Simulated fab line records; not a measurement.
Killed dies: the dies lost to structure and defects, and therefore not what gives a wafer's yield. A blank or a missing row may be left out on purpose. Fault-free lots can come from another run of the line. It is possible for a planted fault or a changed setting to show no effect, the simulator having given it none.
One fault seen from 2 desks    flow n5_finfet    every desk sees just its own numbers, and what lay behind them comes last

THE DEFECT DESK
Inspection counts along the route, by lot: the mean over sampled wafers that carry a number. A lot is out of limits, marked OUT, if its mean lies more than 4 standard deviations from the usual mean; the brackets give that distance.
Columns: A = raw_defect_count at N5_WELL_APT_INSPECT_38, usual 14
lot   first seen here  A
L799  day 1 16:59      12
L800  day 2 03:10      18
L802  day 2 11:07      12
L803  day 2 16:59      12
L804  day 3 01:38      14
L805  day 3 06:24      13
L811  day 4 17:40      12
L812  day 4 23:01      16
L814  day 5 10:46      11
L818  day 6 11:22      10
L820  day 6 22:50      8
L821  day 7 05:34      11
Finding of this desk: none of the 12 lots has anything out of limits.

TOOL OWNER'S DESK, rie_diel-01
The tool's own readings at N5_PMOS_HMC_CHANNEL_EPI_ETCH_32 (etches BARC in N2/H2, stops on SiO2, target depth 85.8 nm, time 50.3 s): means of the sampled wafers that have a number, for each lot that ran on this tool. A lot is out of limits, marked OUT, if its mean lies more than 4 standard deviations from the usual mean; the brackets give that distance.
Columns: A = drypump_motor_current_A at N5_PMOS_HMC_CHANNEL_EPI_ETCH_32, usual 5.8 A; B = oes_product_au at N5_PMOS_HMC_CHANNEL_EPI_ETCH_32, usual 0.67 a.u.; C = rf_vpp_V at N5_PMOS_HMC_CHANNEL_EPI_ETCH_32, usual 524.5 V; D = showerhead_plenum_p_Torr at N5_PMOS_HMC_CHANNEL_EPI_ETCH_32, usual 2.57 Torr; E = throttle_valve_pct at N5_PMOS_HMC_CHANNEL_EPI_ETCH_32, usual 17.98 %
lot   first seen here  A    B     C      D     E
L802  day 2 11:41      5.9  0.72  524.5  2.58  18.19
L803  day 2 19:46      5.5  0.72  524.0  2.57  18.04
L804  day 3 02:43      5.9  0.60  522.5  2.54  18.23
L805  day 3 07:40      5.8  0.68  526.8  2.63  18.08
Finding of this desk: none of the 4 lots has anything out of limits.

ALL TOGETHER
The defect desk saw nothing out of limits.
The tool owner's desk saw nothing out of limits.

WHAT WAS PUT IN BY THE SIMULATOR
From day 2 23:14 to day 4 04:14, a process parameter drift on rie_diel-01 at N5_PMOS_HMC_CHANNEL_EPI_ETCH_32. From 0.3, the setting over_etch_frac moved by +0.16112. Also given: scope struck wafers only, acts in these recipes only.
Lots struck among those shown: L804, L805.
